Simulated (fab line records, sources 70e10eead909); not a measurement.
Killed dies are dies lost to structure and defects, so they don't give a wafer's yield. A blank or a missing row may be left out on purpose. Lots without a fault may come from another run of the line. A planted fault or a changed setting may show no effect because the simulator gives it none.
Chamber matching | flow nand_harc | NHARC_P_M0_PRE_CLEAN_31 on pecvd-03: 3 sister chambers
The step time 12 s. 6 wafers are shown with their chamber, then 8 later ones without.

WAFERS WITH THEIR CHAMBER
wafer  | chamber | heater_power_w (W) | heater_power_outer_w (W)
L079.2 | 0       | 546                | 321
L079.6 | 2       | 627                | 347
L082.2 | 1       | 750                | 407
L082.4 | 0       | 562                | 318
L082.5 | 1       | 754                | 404
L085.2 | 2       | 650                | 358

WAFERS WITHOUT THEIR CHAMBER
wafer  | heater_power_w (W) | heater_power_outer_w (W)
L085.3 | 814                | 434
L085.5 | 798                | 431
L092.3 | 544                | 306
L092.4 | 758                | 415
L092.5 | 549                | 310
L095.1 | 811                | 449
L095.4 | 636                | 372
L095.5 | 809                | 462

WHICH CHAMBER EACH WENT THROUGH
wafer  | from the rows above | in truth
L085.3 | 1                   | 1
L085.5 | 1                   | 1
L092.3 | 0                   | 0
L092.4 | 1                   | 1
L092.5 | 0                   | 0
L095.1 | 1                   | 1
L095.4 | 2                   | 2
L095.5 | 1                   | 1
Placed correctly: 8 of 8. Can't be placed from these rows: 0. Placed wrongly: 0.
How it was worked out, from the rows above alone: a wafer's distance from a chamber is the root of the sum, over the readings, of the square of ((its reading less the chamber's mean) divided by the reading's scatter). The wafer belongs to the nearest chamber; if the next one is less than 2 further off, it can't be placed. A chamber's mean is the mean of its shown wafers. The scatter: the root of (the sum of the squares of (reading less its chamber's mean) over the shown wafers, divided by (wafers less chambers)).
